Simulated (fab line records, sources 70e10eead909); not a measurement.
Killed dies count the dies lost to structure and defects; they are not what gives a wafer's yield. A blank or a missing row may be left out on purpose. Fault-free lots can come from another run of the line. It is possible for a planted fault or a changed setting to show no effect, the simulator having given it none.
fab line records | flow nand_harc
[record] lots = 5 wafers = 15 last_day = 31
route steps=1302 shown P_ZERO_WELL@14 END@1302
lots with no fault: from the same line, run without faults
start_h: start of the lot's first displayed wafer, in hours after the record's first day | wait_h: how many hours have passed since the lot's step before this one | " repeats the value in the row above | L1.1+2: one row covering several wafers at once | - no value, or no start given | * or withheld: withheld | < > ~ a bound
route shown NAME@n: a module of which the file shows steps, and the number in the route of the first | usual: the fault-free wafers' mean and standard deviation | same: alike in all rows | chamber/n: place in a boat | sites: the reading at each site | _std_site: their standard deviation | _edge_site: the outer-site mean with the inner-site mean subtracted | radius_mm: for every site, how far away it sits from the centre of the wafer | mask NAME#n: copy n | behind: tool/chamber where the wafer was last shaped | hold: reason for holding the lot/hours on hold/outcome of the hold | device: transistor that didn't switch, given as n, p or np | end of line: tests run on the same wafers once the route is complete | a step without rows: its recipe alone | killed: the dies lost at the first sort to structure and to defects; this is not the yield of the wafer | map: the dies of a wafer, with x for killed, . for not killed, _ for no die there
set.NAME: the setting as run; set.NAME@STEP: as run at that earlier step | model.NAME: the simulator's own value behind a step, which no gauge read
certain route steps with their lots: each step a table, each wafer a row
services: the hour from which a tool's chamber was out of use, counted from the record's first day as start_h (under 0 if before that day), plus the number of hours and why
[[steps]]
[step NHARC_P_ZERO_WELL_CD_MEAS_11]
[recipe] target_cd_nm = 500 landing_energy_ev = 500
[usual] cd_nm = 501.5/2.4
// columns lot.wafer tool chamber start_h wait_h cd_nm
L202.1 cd_sem-03 0 51.21 - 499.5
L202.5 " 0 " " 501.7
L202.6 " 0 " " 502.3
L203.1 cd_sem-03 0 61.24 - 497.4
L203.2 " 0 " " 503.2
L203.5 " 0 " " 502.9
L212.2 cd_sem-02 0 151.12 - 502.4
L212.3 " 0 " " 502.4
L212.5 " 0 " " 496.9
L213.2 cd_sem-03 0 161.32 - 501.7
L213.3 " 0 " " 501.3
L213.5 " 0 " " 501.4
L217.2 cd_sem-01 0 201.24 - 504.5
L217.4 " 0 " " 502.2
L217.6 " 0 " " 507.2
[step NHARC_P_ZERO_WELL_HARDBAKE_12]
[recipe] temp_c = 118 time_s = 65
[step NHARC_P_ZERO_WELL_DESCUM_13]
[recipe] time_s = 3 o2_flow_sccm = 200 ar_flow_sccm = 0 bias_power_w = 0 chemistry = O2
[usual] drypump_motor_current_A = 5.6/0.51 oes_product_au = 0.997/0.014 rf_vpp_V = 57.6/0.96 showerhead_plenum_p_Torr = 1.89/0.086 throttle_valve_pct = 11.313/0.0089
// columns lot.wafer tool chamber start_h wait_h drypump_motor_current_A oes_product_au rf_hours_counter_h rf_vpp_V showerhead_plenum_p_Torr throttle_valve_pct
L202.1 rie_diel-11 2 51.38 - 5.9 0.996 54 57.9 1.94 11.322
L202.5 " 1 " " 4.9 0.977 - 56.5 1.80 11.316
L202.6 " 2 " " 5.9 1.010 - 59.0 1.94 11.308
L203.2 rie_diel-11 0 61.40 - 4.6 1.033 56 56.9 1.91 11.302
L203.1 " 3 " " 5.5 1.011 59 58.5 1.91 11.304
L203.5 " 1 " " 4.9 0.985 - 57.1 1.80 11.298
L212.3 rie_diel-06 3 151.28 - 5.8 0.998 4 56.4 1.81 11.309
L212.2 " 1 " " 6.0 1.002 7 57.7 1.80 11.322
L212.5 " 3 " " 5.7 0.994 - 58.0 1.81 11.314
L213.2 rie_diel-06 3 161.49 - 5.7 1.000 5 57.9 1.80 11.311
L213.3 " 0 " " 5.7 1.006 7 56.6 1.82 11.309
L213.5 " 1 " " 6.0 1.003 - 56.5 1.80 11.314
L217.2 rie_diel-06 1 201.39 - 6.0 1.001 23 58.1 1.79 11.315
L217.6 " 1 " " 6.0 1.002 - 56.4 1.79 11.311
L217.4 " 3 " " 5.7 1.006 - 57.8 1.80 11.313
[step NHARC_P_ZERO_WELL_ETCH_65]
[recipe] target_depth_a = 800 overetch_a = 240 time_s = 87.88 ion_energy_ev = 200 n2_flow_sccm = 150 h2_flow_sccm = 150 ar_flow_sccm = 0 rf_w = 400 bias_w = 150 chemistry = N2/H2
[usual] drypump_motor_current_A = 5.6/0.52 n2_flow_sccm = 150.0/0.42 oes_product_au = 0.998/0.013 rf_fwd_power_W = 397.2/1.4 rf_vpp_V = 429.7/2.8 showerhead_plenum_p_Torr = 2.02/0.096 throttle_valve_pct = 14.172/0.0089
// columns lot.wafer tool chamber start_h wait_h drypump_motor_current_A n2_flow_sccm oes_product_au rf_fwd_power_W rf_hours_counter_h rf_vpp_V showerhead_plenum_p_Torr throttle_valve_pct
L202.1 rie_diel-11 2 51.47 0.1 5.9 150.6 1.002 396.0 54 431.1 2.07 14.170
L202.6 " 3 " " 5.5 150.4 1.013 399.5 - 430.3 2.04 14.171
L202.5 " 0 " " 4.7 150.0 1.014 397.4 - 429.3 2.03 14.179
L203.1 rie_diel-11 1 61.48 0.1 4.9 149.7 0.986 397.8 53 425.8 1.92 14.161
L203.2 " 0 " " 4.7 150.3 1.021 394.5 56 429.3 2.03 14.168
L203.5 " 1 " " 4.9 150.2 0.976 399.8 - 427.7 1.92 14.163
L212.2 rie_diel-06 1 151.37 0.1 6.0 149.5 1.001 399.6 7 426.4 1.91 14.182
L212.3 " 2 " " 5.6 150.2 1.016 398.6 5 429.1 2.04 14.175
L212.5 " 0 " " 5.8 150.8 1.003 394.3 - 427.4 1.93 14.180
L213.3 rie_diel-06 0 161.56 0.1 5.8 149.3 1.013 395.1 7 428.3 1.93 14.184
L213.2 " 2 " " 5.5 149.9 1.012 397.8 6 431.1 2.04 14.181
L213.5 " 1 " " 6.0 150.0 1.010 397.1 - 425.9 1.91 14.176
L217.2 rie_diel-06 3 201.49 0.1 5.8 149.5 1.004 397.6 19 427.0 1.92 14.157
L217.4 " 3 " " 5.8 150.0 1.003 396.8 - 427.5 1.92 14.171
L217.6 " 1 " " 6.0 150.7 1.002 397.5 - 426.6 1.91 14.169
[step NHARC_P_ZERO_WELL_ETCH_62]
[recipe] target_depth_a = 130 time_s = 6.5 chf3_flow_sccm = 50 ar_flow_sccm = 200 rf_w = 500 bias_w = 200 chemistry = CHF3/Ar
[usual] chf3_flow_sccm = 50.00/0.14 drypump_motor_current_A = 5.6/0.53 oes_product_au = 0.956/0.023 rf_fwd_power_W = 488.2/1.7 rf_vpp_V = 369.9/2.3 showerhead_plenum_p_Torr = 2.32/0.1 throttle_valve_pct = 20.217/0.0093
// columns lot.wafer tool chamber start_h wait_h chf3_flow_sccm drypump_motor_current_A oes_product_au rf_fwd_power_W rf_hours_counter_h rf_vpp_V showerhead_plenum_p_Torr throttle_valve_pct
L202.1 rie_diel-11 3 - - 49.96 5.5 0.993 488.7 57 370.2 2.34 20.225
L202.6 " 1 " " 50.17 4.9 0.938 489.6 - 365.8 2.22 20.200
L202.5 " 2 " " 49.78 5.9 0.974 487.2 - 371.6 2.38 20.207
L203.2 rie_diel-11 2 - - 49.92 5.9 0.985 488.5 56 372.5 2.37 20.231
L203.1 " 0 " " 49.89 4.7 0.975 489.2 56 370.0 2.34 20.216
L203.5 " 3 " " 50.17 5.5 0.987 488.1 - 371.0 2.34 20.224
L212.2 rie_diel-06 3 - - 49.81 5.8 0.952 490.6 4 366.7 2.22 20.194
L212.3 " 0 " " 49.73 5.7 0.949 486.8 6 367.6 2.23 20.244
L212.5 " 2 " " 49.96 5.5 0.973 486.9 - 371.3 2.34 20.215
L213.3 rie_diel-06 0 - - 50.19 5.7 0.976 486.6 7 369.2 2.23 20.215
L213.2 " 2 " " 49.91 5.5 0.960 487.2 6 371.2 2.34 20.203
L213.5 " 3 " " 49.92 5.8 0.973 486.6 - 368.1 2.22 20.228
L217.2 rie_diel-06 1 - - 49.88 6.0 0.953 487.3 23 369.1 2.20 20.221
L217.4 " 1 " " 50.18 6.0 0.955 487.7 - 367.4 2.20 20.233
L217.6 " 3 " " 50.16 5.7 0.954 488.4 - 366.5 2.21 20.199
[step NHARC_P_ZERO_WELL_ETCH_63]
[recipe] target_depth_a = 1200 time_s = 40.1 hbr_flow_sccm = 150 cl2_flow_sccm = 50 rf_w = 400 icp_w = 400 bias_w = 100 chemistry = HBr/Cl2
[usual] drypump_motor_current_A = 5.7/0.34 oes_product_au = 0.995/0.016 rf_fwd_power_W = 394.8/2.2 throttle_valve_pct = 26.407/0.0088
// columns lot.wafer tool chamber start_h wait_h drypump_motor_current_A oes_product_au rf_fwd_power_W rf_hours_counter_h throttle_valve_pct
L202.1 rie_si-05 0 51.64 - 5.4 0.979 395.6 0.50 26.406
L202.5 " 3 " " 5.1 0.976 398.1 - 26.412
L202.6 " 0 " " 5.5 0.975 394.0 - 26.401
L203.1 rie_si-04 0 61.78 - 5.9 0.986 395.4 0.29 26.408
L203.2 " 1 " " 6.0 0.995 393.1 0.35 26.406
L203.5 " 3 " " 5.3 0.993 397.7 - 26.414
L212.2 rie_si-04 3 151.57 - 5.3 0.974 397.3 1.02 26.395
L212.3 " 2 " " 5.6 0.995 392.8 0.94 26.409
L212.5 " 0 " " 5.9 0.973 396.7 - 26.420
L213.2 rie_si-02 0 161.73 - 5.6 1.027 393.1 0.29 26.397
L213.3 " 3 " " 6.3 0.995 395.1 0.29 26.405
L213.5 " 1 " " 5.7 0.974 389.4 - 26.400
L217.2 rie_si-05 1 201.71 - 5.8 0.988 396.2 0.44 26.398
L217.4 " 2 " " 5.8 1.009 397.9 0.39 26.391
L217.6 " 0 " " 5.4 0.979 395.2 - 26.407
[step NHARC_P_ZERO_WELL_STRIP_15]
[recipe] time_s = 900 temp_c = 130 chemistry = SPM
[step NHARC_P_ZERO_WELL_DEHYDRATE_16]
[recipe] temp_c = 150 time_s = 120
[step NHARC_P_ZERO_WELL_HMDS_17]
[recipe] time_s = 30
[step NHARC_P_ZERO_WELL_COAT_18]
[recipe] spin_rpm = withheld
[step NHARC_P_ZERO_WELL_SOFTBAKE_19]
[recipe] temp_c = 122 time_s = 95
[step NHARC_P_ZERO_WELL_EBR_20]
[step NHARC_P_ZERO_WELL_EXPOSE_21]
[recipe] na = 0.6 target_cd_nm = 720 dose_mj = 22.31 mask_id = P_NWELL
// columns lot.wafer tool chamber start_h wait_h mask
L202.1+5+6 krf_scanner-04 0 52.32 - P_NWELL_R1#0
L203.1+2+5 krf_scanner-04 0 62.41 - P_NWELL#0
L212.2+3+5 krf_scanner-04 0 152.23 - P_NWELL#0
L213.2+3+5 krf_scanner-04 0 162.38 - P_NWELL#0
L217.2+4+6 krf_scanner-04 0 202.46 - P_NWELL#0
[step NHARC_P_ZERO_WELL_PEB_22]
[recipe] peb_temp_c = 118 peb_time_s = 85
[step NHARC_P_ZERO_WELL_DEVELOP_23]
[recipe] time_s = 70
[step NHARC_P_ZERO_WELL_CD_MEAS_24]
[recipe] target_cd_nm = 720 landing_energy_ev = 500
[usual] cd_nm = 720.5/2.1
// columns lot.wafer tool chamber start_h wait_h cd_nm
L202.1 cd_sem-03 0 52.48 - 708.7
L202.5 " 0 " " 705.0
L202.6 " 0 " " 706.6
L203.1 cd_sem-03 0 62.57 - 718.4
L203.2 " 0 " " 721.1
L203.5 " 0 " " 723.8
L212.2 cd_sem-01 0 152.38 - 719.3
L212.3 " 0 " " 717.3
L212.5 " 0 " " 717.8
L213.2 cd_sem-01 0 162.53 - 722.3
L213.3 " 0 " " 720.7
L213.5 " 0 " " 719.7
L217.2 cd_sem-01 0 202.61 - 721.4
L217.4 " 0 " " 720.7
L217.6 " 0 " " 721.3
[step NHARC_P_ZERO_WELL_HARDBAKE_25]
[recipe] temp_c = 125 time_s = 80
[step NHARC_P_ZERO_WELL_DESCUM_26]
[recipe] time_s = 3 o2_flow_sccm = 200 ar_flow_sccm = 0 bias_power_w = 0 chemistry = O2
[usual] drypump_motor_current_A = 5.5/0.49 oes_product_au = 1.002/0.013 rf_vpp_V = 57.6/0.91 showerhead_plenum_p_Torr = 1.87/0.071 throttle_valve_pct = 11.312/0.0092
// columns lot.wafer tool chamber start_h wait_h drypump_motor_current_A oes_product_au rf_hours_counter_h rf_vpp_V showerhead_plenum_p_Torr throttle_valve_pct model.P_ZERO_WELL.cd_nm
L202.1 rie_diel-11 2 52.65 - 5.9 1.018 54 58.2 1.94 11.312 707.6
L202.5 " 1 " " 4.9 0.982 - 58.5 1.80 11.317 704
L202.6 " 2 " " 5.9 1.020 - 58.4 1.94 11.321 705.7
L203.1 rie_diel-11 3 62.75 - 5.5 1.010 59 58.7 1.91 11.310 718.5
L203.2 " 0 " " 4.7 1.021 56 56.5 1.91 11.310 720.7
L203.5 " 3 " " 5.5 1.021 - 55.1 1.91 11.308 724
L212.3 rie_diel-06 1 152.54 - 6.0 1.016 7 58.4 1.80 11.318 716.5
L212.2 " 2 " " 5.6 1.020 5 58.6 1.91 11.308 719.6
L212.5 " 1 " " 6.0 1.011 - 56.4 1.80 11.299 716.9
L213.3 rie_diel-01 2 162.69 - 6.7 0.998 45 57.7 2.06 11.309 720.6
L213.2 " 0 " " 5.8 1.005 43 58.2 2.01 11.306 722.2
L213.5 " 2 " " 6.7 0.986 - 58.5 2.06 11.324 719.6
L217.2 rie_diel-11 1 202.78 - 4.9 1.000 40 57.1 1.79 11.316 721.1
L217.4 " 3 " " 5.5 0.987 38 58.5 1.90 11.317 720.9
L217.6 " 0 " " 4.7 0.999 - 57.7 1.90 11.311 721.5
[step NHARC_P_ZERO_WELL_IMPLANT_27]
[recipe] energy_kev = 600 dose_cm2 = 1e+13 tilt_deg = 7
[step NHARC_END_SORT_01]
[recipe] temp_c = 25
[usual] killed_at_array = 54/12 killed_at_other = 0.7/1.1 killed_at_periphery = 3.9/2.8 killed_dies = 59/13 killed_open = 3.4/2 killed_short = 2.5/1.7
[same] gross_dies = 677
// columns lot.wafer tool chamber start_h wait_h killed_at_array killed_at_other killed_at_periphery killed_dies killed_open killed_short
L202.5 prober-01 0 596.12 3.7 72 1 4 77 4 1
// killed by level:class
L202.5 A_CHANNEL_HOLE_D2:chamber_film_flake=30 A_CHANNEL_HOLE_D1:chamber_film_flake=26 A_CONTACT:chamber_film_flake=6 A_DECK1_JOINT:chamber_film_flake=3 A_WL_FILL:geometric_particle:open=2 P_STI:chamber_film_flake=2 A_CHANNEL_FILL_D2:chamber_film_flake=2 P_M1:geometric_particle:open=1
[[services]]
// columns tool chamber start_h hours kind
rie_diel-01 - 27.91 9.0 pm
rie_si-04 3 33.79 2.3 repair
rie_diel-06 0 35.77 - clean
rie_diel-06 1 35.77 - clean
rie_si-04 2 43.18 3.8 repair
rie_si-02 - 45.01 0.8 repair
rie_diel-06 2 65.05 3.3 repair
rie_diel-11 0 76.95 5.9 repair
rie_diel-11 - 78.50 9.0 pm
rie_si-05 - 95.51 1.2 repair
rie_si-04 - 97.74 0.7 repair
rie_si-02 - 100.00 9.0 pm
rie_diel-06 2 114.95 8.7 repair
rie_si-04 3 115.44 2.0 repair
rie_si-05 - 128.00 9.0 pm
rie_diel-06 - 130.20 9.0 pm
rie_diel-11 0 163.92 32.8 repair
rie_si-04 - 165.00 9.0 pm
rie_diel-11 2 170.86 4.2 repair
krf_scanner-04 - 182.00 4.0 pm
rie_si-05 3 188.08 6.6 repair
rie_diel-06 2 188.32 14.7 repair
krf_scanner-04 - 198.20 0.4 repair
rie_diel-06 - 198.52 1.4 repair
[[key]]
[first_sign] step = NHARC_P_ZERO_WELL_EXPOSE_21 reading = mask direction = changed
[effect] step = NHARC_P_ZERO_WELL_CD_MEAS_24 reading = cd_nm direction = down sigmas = 6.5 usual = 720.5 struck = 706.8
[model_effect] step = NHARC_P_ZERO_WELL_DESCUM_26 value = P_ZERO_WELL.cd_nm without = 720.4 struck = 705.8
met_at NHARC_P_ZERO_WELL_EXPOSE_21
struck_wafers L202.1,L202.5,L202.6
tester_left_out L202
[fault] kind = wrong_mask tool = any chamber = - onset_h = 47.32 steps = NHARC_P_ZERO_WELL_EXPOSE_21 aux_copy = P_NWELL_R1#0 cd_offset_nm = -14.655 scope = struck_lots_only
// tester_left_out: of these lots the tester's yield and bins aren't shown, on N5 and GAA mostly nor the transistor test; their killed dies are dies lost to structure and defects alone, not to doping, threshold or leakage, so they don't give the yield
